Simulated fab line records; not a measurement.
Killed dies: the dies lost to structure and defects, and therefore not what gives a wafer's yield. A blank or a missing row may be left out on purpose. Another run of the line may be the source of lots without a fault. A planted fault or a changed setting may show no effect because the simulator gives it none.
Code-filled problem report in 8D (eight disciplines) form    flow nandHarc    the parts of the form that need people (team, actions taken, sign-off) are left out

== 1. WHAT IS WRONG ==
rfFwdPowerW at NHARC_A_BONDPAD_ETCH_12 reads a mean of 297.9 W on 6 wafers of 2 lots; wafers without a fault read 497.8 W with a standard deviation of 1.6. That is -99 or more standard deviations from the usual mean.
The step: etches the open film in CHF3/O2, target depth 220 nm, time 110 s.
Seen first at day 20 17:06 on rieDiel-05, wafer L866.4. At this step, 42 wafers from 14 lots have a number in the record. Rule for "out", or "out of limits": more than 4 standard deviations from the usual mean. Any other wafer with a number is counted as sound.

== 2. WHAT IT IS, WHAT IT ISN'T ==
question                     is                         is not
which readings at this step  rfFwdPowerW, oesProductAu  drypumpMotorCurrentA, rfVppV, showerheadPlenumPTorr, throttleValvePct
which lots                   L864, L866                 L851, L853, L854, L855, L856, L857, L858, L859, L861, L862, L871, L872
which wafers of those lots   all that have a number     -
read on which tools          rieDiel-05                 rieDiel-03, rieDiel-07
when                         from day 20 17:06          up to then (27 sound wafers); but 9 sound wafers of L862, L871, L872 came after

== 3. THE SUSPECTS, EACH WITH WHAT RULES IT OUT ==
Counting: a tool at any process step up to the reading remains a suspect when it ran all the lots that are out and ran no sound lot after the first of those.
- rieDiel-05 at NHARC_A_BONDPAD_ETCH_12 (etches the open film in CHF3/O2, target depth 220 nm, time 110 s): kept. All lots that are out passed through it, beginning with L866 at day 20 17:06, and no sound lot followed; its final sound lot before that point was L858 at day 20 04:53. Its own readings are out on those wafers: oesProductAu, rfFwdPowerW.
The count leaves rieDiel-05 at NHARC_A_BONDPAD_ETCH_12.

== 4. THE CAUSE (what the simulator had put in) ==
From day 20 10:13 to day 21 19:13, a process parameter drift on rieDiel-05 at NHARC_A_BONDPAD_ETCH_12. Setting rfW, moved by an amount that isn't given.
The count eliminated every tool but this one.

== 5. THE EFFECT CHAIN, in route order ==
One row per reading whose mean, taken over the struck wafers that have a number, lies over 3 standard deviations from the usual. Readings are gone through only where the record gives a usual standard deviation; hours: the median, over the lots, of the time from a lot's start at the first step in this table giving one to that lot's start at this step; sigmas: the change measured in usual standard deviations.
hours  step                     reading       usual       on struck wafers  change  sigmas
0      NHARC_A_BONDPAD_ETCH_12  oesProductAu  0.945 a.u.  0.712             -0.233  -10
0      NHARC_A_BONDPAD_ETCH_12  rfFwdPowerW   497.8 W     297.9             -199.9  -99 or more
Process steps it contains:
- NHARC_A_BONDPAD_ETCH_12: etches the open film in CHF3/O2, target depth 220 nm, time 110 s.

== 6. WHAT WOULD HAVE CAUGHT IT SOONER ==
First out-of-limits reading in this record: day 20 17:06, which is 7 hours after fault onset at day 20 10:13.
